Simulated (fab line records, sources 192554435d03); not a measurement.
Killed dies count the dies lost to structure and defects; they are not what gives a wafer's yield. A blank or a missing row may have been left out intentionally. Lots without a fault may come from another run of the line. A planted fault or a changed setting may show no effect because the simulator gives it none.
Matching of chambers / flow n5 finfet / rie diel-06 running N5_BEOL_M1_STRIP_36: 4 sister chambers
The step strips in N2/H2. 20 wafers are shown with their chamber, then 10 later ones without.

## WAFERS WITH THEIR CHAMBER
wafer=L075.2; chamber=0; throttle valve pct (%)=24.16; showerhead plenum p Torr (Torr)=2.54; drypump motor current A (A)=5.5
wafer=L075.3; chamber=3; throttle valve pct (%)=23.74; showerhead plenum p Torr (Torr)=2.41; drypump motor current A (A)=5.6
wafer=L075.6; chamber=2; throttle valve pct (%)=23.53; showerhead plenum p Torr (Torr)=2.44; drypump motor current A (A)=5.0
wafer=L076.2; chamber=0; throttle valve pct (%)=24.17; showerhead plenum p Torr (Torr)=2.54; drypump motor current A (A)=5.5
wafer=L076.4; chamber=1; throttle valve pct (%)=23.53; showerhead plenum p Torr (Torr)=2.44; drypump motor current A (A)=4.9
wafer=L076.6; chamber=0; throttle valve pct (%)=24.15; showerhead plenum p Torr (Torr)=2.54; drypump motor current A (A)=5.6
wafer=L078.2; chamber=1; throttle valve pct (%)=23.53; showerhead plenum p Torr (Torr)=2.44; drypump motor current A (A)=4.9
wafer=L078.3; chamber=0; throttle valve pct (%)=24.18; showerhead plenum p Torr (Torr)=2.54; drypump motor current A (A)=5.6
wafer=L078.4; chamber=2; throttle valve pct (%)=23.53; showerhead plenum p Torr (Torr)=2.44; drypump motor current A (A)=5.0
wafer=L081.3; chamber=3; throttle valve pct (%)=23.73; showerhead plenum p Torr (Torr)=2.40; drypump motor current A (A)=5.6
wafer=L081.4; chamber=3; throttle valve pct (%)=23.76; showerhead plenum p Torr (Torr)=2.40; drypump motor current A (A)=5.5
wafer=L081.6; chamber=1; throttle valve pct (%)=23.52; showerhead plenum p Torr (Torr)=2.44; drypump motor current A (A)=5.0
wafer=L084.1; chamber=0; throttle valve pct (%)=24.17; showerhead plenum p Torr (Torr)=2.54; drypump motor current A (A)=5.6
wafer=L084.5; chamber=3; throttle valve pct (%)=23.76; showerhead plenum p Torr (Torr)=2.40; drypump motor current A (A)=5.6
wafer=L084.6; chamber=0; throttle valve pct (%)=24.20; showerhead plenum p Torr (Torr)=2.54; drypump motor current A (A)=5.5
wafer=L086.1; chamber=1; throttle valve pct (%)=23.54; showerhead plenum p Torr (Torr)=2.44; drypump motor current A (A)=5.0
wafer=L086.5; chamber=2; throttle valve pct (%)=23.55; showerhead plenum p Torr (Torr)=2.43; drypump motor current A (A)=5.0
wafer=L086.6; chamber=3; throttle valve pct (%)=23.75; showerhead plenum p Torr (Torr)=2.40; drypump motor current A (A)=5.6
wafer=L089.1; chamber=1; throttle valve pct (%)=23.54; showerhead plenum p Torr (Torr)=2.43; drypump motor current A (A)=5.0
wafer=L089.2; chamber=2; throttle valve pct (%)=23.54; showerhead plenum p Torr (Torr)=2.43; drypump motor current A (A)=5.0

SIGNATURES, as means of the wafers listed above
reading=throttle valve pct; chamber 0=24.1717; chamber 1=23.5320; chamber 2=23.5375; chamber 3=23.7480; scatter within a chamber=0.013
reading=showerhead plenum p Torr; chamber 0=2.5400; chamber 1=2.4380; chamber 2=2.4350; chamber 3=2.4020; scatter within a chamber=0.00403
reading=drypump motor current A; chamber 0=5.550; chamber 1=4.960; chamber 2=5.000; chamber 3=5.580; scatter within a chamber=0.0468
Rule: for each reading, subtract the chamber's mean from the wafer's reading, divide by that reading's scatter and square the result; add these up over the readings and take the root, which gives the wafer's distance from the chamber. If the next closest chamber is less than 2 further off than the closest, the wafer can't be placed; otherwise it belongs to the closest. The scatter: the root of (the sum of the squares of (reading less its chamber's mean) over the shown wafers, divided by (wafers less chambers)).

## WAFERS WITH NO CHAMBER GIVEN
wafer=L089.3; throttle valve pct (%)=23.78; showerhead plenum p Torr (Torr)=2.40; drypump motor current A (A)=5.6
wafer=L090.2; throttle valve pct (%)=24.17; showerhead plenum p Torr (Torr)=2.53; drypump motor current A (A)=5.5
wafer=L090.3; throttle valve pct (%)=23.58; showerhead plenum p Torr (Torr)=2.43; drypump motor current A (A)=5.0
wafer=L090.4; throttle valve pct (%)=23.78; showerhead plenum p Torr (Torr)=2.40; drypump motor current A (A)=5.6
wafer=L091.2; throttle valve pct (%)=24.19; showerhead plenum p Torr (Torr)=2.53; drypump motor current A (A)=5.6
wafer=L091.3; throttle valve pct (%)=23.80; showerhead plenum p Torr (Torr)=2.40; drypump motor current A (A)=5.6
wafer=L091.5; throttle valve pct (%)=23.57; showerhead plenum p Torr (Torr)=2.43; drypump motor current A (A)=5.0
wafer=L092.2; throttle valve pct (%)=23.56; showerhead plenum p Torr (Torr)=2.43; drypump motor current A (A)=5.0
wafer=L092.4; throttle valve pct (%)=23.76; showerhead plenum p Torr (Torr)=2.40; drypump motor current A (A)=5.6
wafer=L092.6; throttle valve pct (%)=23.57; showerhead plenum p Torr (Torr)=2.43; drypump motor current A (A)=4.9

## WHICH CHAMBER EACH ONE RAN IN
wafer=L089.3; from the rows above=3; in truth=3
wafer=L090.2; from the rows above=0; in truth=0
wafer=L090.3; from the rows above=can't be placed: 2 or 1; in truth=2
wafer=L090.4; from the rows above=3; in truth=3
wafer=L091.2; from the rows above=0; in truth=0
wafer=L091.3; from the rows above=3; in truth=3
wafer=L091.5; from the rows above=can't be placed: 2 or 1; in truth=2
wafer=L092.2; from the rows above=can't be placed: 2 or 1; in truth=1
wafer=L092.4; from the rows above=3; in truth=3
wafer=L092.6; from the rows above=can't be placed: 2 or 1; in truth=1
Correct placement for 6 of the 10. Not placeable from these rows: 4 (in 4, the candidates include the true chamber). Number placed wrongly: 0.
